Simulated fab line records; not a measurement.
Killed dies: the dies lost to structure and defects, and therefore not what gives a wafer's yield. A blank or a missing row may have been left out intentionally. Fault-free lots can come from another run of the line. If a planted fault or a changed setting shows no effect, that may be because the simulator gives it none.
What tool caused it? || flow n5Finfet || Sampling: 9 lots, 27 wafers, 2 of 1938 route steps

WHAT THE GAUGES SHOWED, per wafer
N5_BEOL_M4_RC_MEAS_101. Usual: DIBL_N 36.3 mV/V, standard deviation 1.6; DIBL_P 36.5 mV/V, standard deviation 1.6; IOFF_N 0.163 nA/um, standard deviation 0.026; IOFF_P 0.22 nA/um, standard deviation 0.033; ION_N 676 uA/um, standard deviation 9.9; ION_P 464 uA/um, standard deviation 6.5; SS_N 71.5 mV/dec, standard deviation 0.5; SS_P 73.3 mV/dec, standard deviation 0.64; VT_N 249.3 mV, standard deviation 2.9; VT_P -250 mV, standard deviation 3.2.
{"lot": "L908", "measured": "day 8 10:20", "on": "prober-02", "DIBL_N (mV/V)": "32.9 35.1 33.6", "DIBL_P (mV/V)": "32.6 35.7 34.0", "IOFF_N (nA/um)": "0.114 0.150 0.129", "IOFF_P (nA/um)": "0.14 0.19 0.16", "ION_N (uA/um)": "671 669 661", "ION_P (uA/um)": "458 462 452", "SS_N (mV/dec)": "70.9 71.1 71.8", "SS_P (mV/dec)": "72.6 74.1 72.5", "VT_N (mV)": "255.4 249.7 252.2", "VT_P (mV)": "-259 -252 -254", "flag": ""}
{"lot": "L917", "measured": "day 10 18:48", "on": "prober-02", "DIBL_N (mV/V)": "38.9 39.4 39.1", "DIBL_P (mV/V)": "37.9 38.2 37.9", "IOFF_N (nA/um)": "0.218 0.235 0.222", "IOFF_P (nA/um)": "0.28 0.28 0.28", "ION_N (uA/um)": "683 689 696", "ION_P (uA/um)": "474 469 473", "SS_N (mV/dec)": "72.0 72.1 72.5", "SS_P (mV/dec)": "73.7 74.2 73.8", "VT_N (mV)": "246.9 242.8 244.2", "VT_P (mV)": "-247 -246 -245", "flag": ""}
{"lot": "L916", "measured": "day 10 19:06", "on": "prober-01", "DIBL_N (mV/V)": "34.5 34.2 33.9", "DIBL_P (mV/V)": "35.3 35.9 34.6", "IOFF_N (nA/um)": "0.135 0.142 0.129", "IOFF_P (nA/um)": "0.17 0.18 0.17", "ION_N (uA/um)": "670 682 674", "ION_P (uA/um)": "452 464 461", "SS_N (mV/dec)": "71.3 71.1 71.5", "SS_P (mV/dec)": "72.5 72.5 72.6", "VT_N (mV)": "252.4 249.9 249.3", "VT_P (mV)": "-254 -250 -252", "flag": ""}
{"lot": "L918", "measured": "day 11 14:23", "on": "prober-02", "DIBL_N (mV/V)": "35.7 36.0 35.3", "DIBL_P (mV/V)": "36.2 36.5 35.6", "IOFF_N (nA/um)": "0.166 0.165 0.152", "IOFF_P (nA/um)": "0.22 0.22 0.21", "ION_N (uA/um)": "674 677 667", "ION_P (uA/um)": "464 463 458", "SS_N (mV/dec)": "71.5 70.5 71.2", "SS_P (mV/dec)": "73.8 73.2 73.4", "VT_N (mV)": "249.9 250.0 250.9", "VT_P (mV)": "-248 -248 -249", "flag": ""}
{"lot": "L923", "measured": "day 12 02:19", "on": "prober-02", "DIBL_N (mV/V)": "33.4 36.1 36.3", "DIBL_P (mV/V)": "33.8 36.6 36.6", "IOFF_N (nA/um)": "0.116 0.158 0.153", "IOFF_P (nA/um)": "0.16 0.20 0.19", "ION_N (uA/um)": "656 679 669", "ION_P (uA/um)": "456 457 459", "SS_N (mV/dec)": "70.8 71.7 71.2", "SS_P (mV/dec)": "72.8 73.6 73.0", "VT_N (mV)": "254.8 248.3 251.0", "VT_P (mV)": "-256 -253 -253", "flag": ""}
{"lot": "L922", "measured": "day 12 06:45", "on": "prober-02", "DIBL_N (mV/V)": "37.3 36.9 36.6", "DIBL_P (mV/V)": "36.9 36.7 36.5", "IOFF_N (nA/um)": "0.188 0.187 0.175", "IOFF_P (nA/um)": "0.22 0.22 0.21", "ION_N (uA/um)": "682 675 680", "ION_P (uA/um)": "458 459 461", "SS_N (mV/dec)": "72.1 72.5 72.1", "SS_P (mV/dec)": "73.1 73.4 72.7", "VT_N (mV)": "246.8 244.9 248.3", "VT_P (mV)": "-248 -250 -249", "flag": ""}
{"lot": "L925", "measured": "day 12 23:14", "on": "prober-01", "DIBL_N (mV/V)": "41.2 38.5 39.1", "DIBL_P (mV/V)": "40.7 38.3 39.0", "IOFF_N (nA/um)": "0.249 0.185 0.202", "IOFF_P (nA/um)": "0.29 0.24 0.26", "ION_N (uA/um)": "683 671 689", "ION_P (uA/um)": "464 459 474", "SS_N (mV/dec)": "72.4 72.3 71.2", "SS_P (mV/dec)": "75.1 73.9 73.4", "VT_N (mV)": "244.6 248.4 243.9", "VT_P (mV)": "-246 -248 -248", "flag": ""}
{"lot": "L928", "measured": "day 13 16:11", "on": "prober-01", "DIBL_N (mV/V)": "38.4 35.0 35.9", "DIBL_P (mV/V)": "42.3 37.9 38.6", "IOFF_N (nA/um)": "0.213 0.145 0.164", "IOFF_P (nA/um)": "0.29 0.21 0.23", "ION_N (uA/um)": "685 680 682", "ION_P (uA/um)": "470 470 471", "SS_N (mV/dec)": "72.8 70.8 71.5", "SS_P (mV/dec)": "74.2 72.1 72.9", "VT_N (mV)": "246.6 248.1 250.8", "VT_P (mV)": "-245 -250 -249", "flag": ""}
{"lot": "L927", "measured": "day 13 19:29", "on": "prober-01", "DIBL_N (mV/V)": "33.9 34.3 34.3", "DIBL_P (mV/V)": "34.1 34.0 33.9", "IOFF_N (nA/um)": "0.123 0.123 0.128", "IOFF_P (nA/um)": "0.21 0.20 0.21", "ION_N (uA/um)": "676 665 663", "ION_P (uA/um)": "477 459 467", "SS_N (mV/dec)": "71.4 71.0 71.2", "SS_P (mV/dec)": "72.4 73.1 72.2", "VT_N (mV)": "255.8 254.4 256.5", "VT_P (mV)": "-246 -248 -247", "flag": ""}

N5_BEOL_M5_CD_MEAS_28: target cd 30.6 nm, target cd y 20 nm. Usual: 30.63 nm for cdNm, sd 0.22.
{"lot": "L908", "measured": "day 8 17:26", "on": "cdSem-03", "cdNm (nm)": "30.76 30.64 30.79", "flag": ""}
{"lot": "L917", "measured": "day 10 22:32", "on": "cdSem-03", "cdNm (nm)": "30.51 30.32 30.90", "flag": ""}
{"lot": "L916", "measured": "day 11 01:46", "on": "cdSem-01", "cdNm (nm)": "30.15 30.38 30.62", "flag": ""}
{"lot": "L918", "measured": "day 11 19:36", "on": "cdSem-03", "cdNm (nm)": "31.07 30.54 30.70", "flag": ""}
{"lot": "L923", "measured": "day 12 07:57", "on": "cdSem-02", "cdNm (nm)": "30.55 30.38 30.69", "flag": ""}
{"lot": "L922", "measured": "day 12 13:01", "on": "cdSem-03", "cdNm (nm)": "30.77 30.31 30.41", "flag": ""}
{"lot": "L925", "measured": "day 13 04:31", "on": "cdSem-01", "cdNm (nm)": "30.73 30.47 30.94", "flag": ""}
{"lot": "L928", "measured": "day 13 20:10", "on": "cdSem-03", "cdNm (nm)": "30.57 30.70 30.79", "flag": ""}
{"lot": "L927", "measured": "day 14 03:26", "on": "cdSem-03", "cdNm (nm)": "30.79 30.43 30.90", "flag": ""}

EACH LOT AND THE TOOL THAT RAN IT (in order: tool; ch and the chambers of the sampled wafers; start)
No process step before these readings appears in the record.

AS READ BY THE TOOLS THEMSELVES (means over the sampled wafers that have a number; for cases with no such wafer, the mark the record gives instead)
The record holds no such reading with a usual standard deviation.

THE ANSWER, worked out from the rows above alone
Rule: take the mean of a lot's wafers that have a number; if it is more than 3 standard deviations from the usual mean, the lot is off. A lot without any number at a reading at which 4 lots or more have one is off too. The other lots that the step has rows for count as sound. First the gauges in route order, then the tools' own readings, where a lot's mean is used as printed above. The first step at which some lot is off is used, and at that step the reading that is off furthest; a lot without a number counts as furthest.
Nothing can be told from this: no lot is off at any reading shown.

WHAT THE SIMULATOR HAD PUT IN
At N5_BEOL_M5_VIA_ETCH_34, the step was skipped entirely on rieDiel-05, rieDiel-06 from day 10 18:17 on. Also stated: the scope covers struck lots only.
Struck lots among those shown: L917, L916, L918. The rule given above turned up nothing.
